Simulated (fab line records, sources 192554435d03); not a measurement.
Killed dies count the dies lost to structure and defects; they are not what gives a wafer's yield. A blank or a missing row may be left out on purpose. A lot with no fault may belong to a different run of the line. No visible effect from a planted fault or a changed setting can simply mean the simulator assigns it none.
Struck lot and sound lot, side by side + flow n5Finfet + 16 out of 1938 route steps
Sound: the wafers L361.2, L361.4, L361.6. The struck wafers were L372.2, L372.5, L372.6. At the end, the cause is stated.
At each step with rows: each side's tool, then ch and its chambers, then its first start. Under that, the readings that differ: sound wafers + struck wafers + difference of the means + sigmas: that difference in standard deviations of wafers without a fault.
alike: readings whose means differ by less than 2 such deviations, and words and numbers that are the same on both sides. not compared: withheld readings, readings that some wafer has no value for, bounds like >300 that may hide the same value, and numbers for which the record gives no deviation and whose values overlap.
The two part at a step that has a row with sigmas, a row that says differs or no value, or rows on one side only. Non-overlapping numbers with no deviation appear without sigmas and do not part them. A reading that every wafer of one side lacks parts them only if that side has two wafers or more.

N5_GATE_CUT_OVL_MEAS_14:
  sound on overlay-02 ch 0, day 4 17:02; struck on overlay-01 ch 0, day 7 11:16
  alike: GATE_CUT_OVL
N5_GATE_CUT_INSPECT_15: inspects for defects (brightfield).
  struck on defectInspect-02, day 7 11:19; sound on defectInspect-01, day 4 17:05
  alike: rawDefectCount
then, 1 step without rows for these wafers: N5_GATE_CUT_DESCUM_18 (chemistry O2, time 7 s).
N5_GATE_CUT_ETCH_28: etches underlayer in N2/H2, target depth 13 nm, time 10.4 s.
  sound on rieDiel-01 ch 1,2, day 4 17:11; struck on rieDiel-02 ch 2,3, day 7 11:32
  alike: drypumpMotorCurrentA, etchRfOnTimeS, oesProductAu, rfFwdPowerW, rfVppV, showerheadPlenumPTorr, throttleValvePct
  not compared: rfHoursCounterH
N5_GATE_CUT_ETCH_36: etches SiARC in CF4, target depth 13 nm, time 21.7 s.
  sound on rieDiel-01 ch 1,2, day 4 17:12; struck on rieDiel-02 ch 2,3, day 7 11:34
  alike: drypumpMotorCurrentA, etchRfOnTimeS, mfcArSccm, oesProductAu, rfFwdPowerW, rfVppV, showerheadPlenumPTorr, throttleValvePct
  not compared: rfHoursCounterH
N5_GATE_CUT_ETCH_37: etches SOC in N2/H2, target depth 60 nm, overetch 12 nm, time 90 s.
  sound on rieDiel-01 ch 1,2, day 4 17:13; struck on rieDiel-02 ch 2,3, day 7 11:35
  alike: drypumpMotorCurrentA, oesProductAu, rfFwdPowerW, rfVppV, showerheadPlenumPTorr, tempC, throttleValvePct
  not compared: rfHoursCounterH
then, 3 steps without rows for these wafers: N5_GATE_CUT_STRIP_38 (strips in N2/H2); N5_GATE_CUT_STRIP_39 (strips in N2/H2); N5_GATE_CUT_HM_OPEN_40 (chemistry C4F6/O2, target SiO2, target depth 139 nm, time 85.1 s).
N5_GATE_CUT_STRIP_41: strips in CF4.
  sound on rieDiel-01 ch 1,2, day 4 17:22; struck on rieDiel-02 ch 2,3, day 7 11:44
  alike: drypumpMotorCurrentA, oesProductAu, powerW, rfVppV, showerheadPlenumPTorr, throttleValvePct
  not compared: rfHoursCounterH
N5_GATE_CUT_STRIP_42: strips in O2.
  sound on rieDiel-01 ch 1,2, day 4 17:23; struck on rieDiel-02 ch 2,3, day 7 11:45
  alike: drypumpMotorCurrentA, oesProductAu, rfVppV, showerheadPlenumPTorr, tempC, throttleValvePct
  not compared: rfHoursCounterH
then, 1 step without rows for these wafers: N5_GATE_CUT_ETCH_19 (etches SiNx in CH3F/O2, target depth 53.7 nm, time 76.7 s).
N5_GATE_CUT_CUT_ETCH_53: etches W in SF6/Cl2, target depth 79.2 nm.
  sound on rieMetal-03 ch 0,1, day 4 17:32; struck on rieMetal-01 ch 0, day 7 11:55
| reading           | sound             | struck               | difference | sigmas |
|-------------------|-------------------|----------------------|------------|--------|
| etchRfOnTimeS (s) | 25.9 25.9 26.7    | 21.7 21.7 21.8       | -4.4       | -6     |
| rfFwdPowerW (W)   | 874.5 877.1 875.1 | 1090.2 1093.4 1089.0 | +215.3     | +72    |
  alike: drypumpMotorCurrentA, oesProductAu, throttleValvePct
  not compared: rfHoursCounterH
then, 1 step without rows for these wafers: N5_GATE_CUT_CUT_ETCH_54 (etches TiN in Cl2/BCl3, target depth 96.7 nm).
-- here the record skips 3 days between the struck wafers' starts before and after, leaving off in module GATE_CUT and picking up in module BEOL_M4 (first step shown: number 1111 of the route) --
N5_BEOL_M4_RC_MEAS_101:
  sound on prober-02 ch 0, day 8 09:44; struck on prober-01 ch 0, day 10 22:11
  alike: DIBL_N, DIBL_P, IOFF_N, IOFF_P, ION_N, ION_P, SS_N, SS_P, VT_N, VT_P
following that, these wafers have no rows for 1 step: N5_PASSIVATION_PROBE_49.

## WHERE THEY PART
At N5_GATE_CUT_CUT_ETCH_53 and nowhere else, as far as this record goes. Later steps at which nothing parts them and some readings are alike: N5_BEOL_M4_RC_MEAS_101.

WHY: what had been put in by the simulator
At N5_GATE_CUT_CUT_ETCH_53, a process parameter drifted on rieMetal-01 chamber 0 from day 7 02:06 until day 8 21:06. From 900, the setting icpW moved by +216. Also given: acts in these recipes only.
